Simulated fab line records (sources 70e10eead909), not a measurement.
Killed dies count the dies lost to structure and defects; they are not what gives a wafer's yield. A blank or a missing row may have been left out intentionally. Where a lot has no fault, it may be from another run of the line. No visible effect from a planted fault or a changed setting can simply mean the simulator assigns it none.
Struck lot and sound lot, side by side :: flow nand harc :: 14 out of 1302 route steps
Sound: the wafers L722.3, L722.4, L722.5. Wafers L718.2, L718.3, L718.4 were the ones struck. At the end, the cause is stated.
For every step that has rows: the tool of each side, followed by ch and its chambers, followed by its first start. Under that, the readings that differ: sound wafers :: struck wafers :: difference of the means :: sigmas: that difference in standard deviations of wafers without a fault.
alike: same words and numbers on both sides, and readings whose means sit less than 2 such deviations apart. not compared: any withheld reading, any reading some wafer has no value for, any bound like >300 that may hide the same value, and any number with overlapping values for which the record gives no deviation.
Wherever a step has rows on one side only, a row that says differs or no value, or a row with sigmas, the two part there. Numbers that have no deviation but don't overlap get no sigmas and don't part them. A reading missing from all wafers of one side parts the sides only when that side holds two or more wafers.

NHARC_THIN_TSV_GRIND_00:
  sound on grinder-01 ch 0, day 29 21:59; struck on grinder-01 ch 0, day 27 17:08
  alike: motor current A
NHARC_THIN_TSV_CMP_01: polishes.
  sound on cmp-01 ch 1,2, day 29 22:48; struck on cmp-04 ch 0,2,3, day 27 18:09
  alike: motor current A
NHARC_THIN_TSV_THK_MEAS_02: measures by ir.
  sound on film metro-02 at day 29 23:04; struck on film metro-01 at day 27 18:25
  alike: thk nm
then, 3 steps without rows for these wafers: NHARC_THIN_TSV_SRD_03; NHARC_THIN_TSV_PRECLEAN_41 (cleans in SC1); NHARC_THIN_TSV_SRD_42.
NHARC_THIN_TSV_DEP_43: deposits SiO2, target thk 1328.5 nm.
  sound on pecvd-02 ch 0,2, day 29 23:23; struck on pecvd-01 ch 0,1, day 27 18:43
  alike: flow sccm, throttle valve pct
  not compared: since wet clean h
then, 5 steps without rows for these wafers: NHARC_THIN_TSV_DEHYDRATE_04 (time 120 s); NHARC_THIN_TSV_HMDS_05 (time 30 s); NHARC_THIN_TSV_COAT_06; NHARC_THIN_TSV_SOFTBAKE_07 (time 95 s); NHARC_THIN_TSV_EBR_08.
NHARC_THIN_TSV_EXPOSE_09: exposes mask TSV.
  struck on krf scanner-04, day 27 19:22; sound on krf scanner-04 ch 0, day 29 23:59
  no value came back on the struck wafers for exposure dose mJ cm2, focus offset nm (nm); on the sound wafers exposure dose mJ cm2 reads 30.67 30.71 30.71
  alike: mask
then, 1 step without rows for these wafers: NHARC_THIN_TSV_PEB_10 (peb time 85 s).

## WHERE THEY PART
Only at NHARC_THIN_TSV_EXPOSE_09, as far as this record shows.

WHY: what the simulator had put in
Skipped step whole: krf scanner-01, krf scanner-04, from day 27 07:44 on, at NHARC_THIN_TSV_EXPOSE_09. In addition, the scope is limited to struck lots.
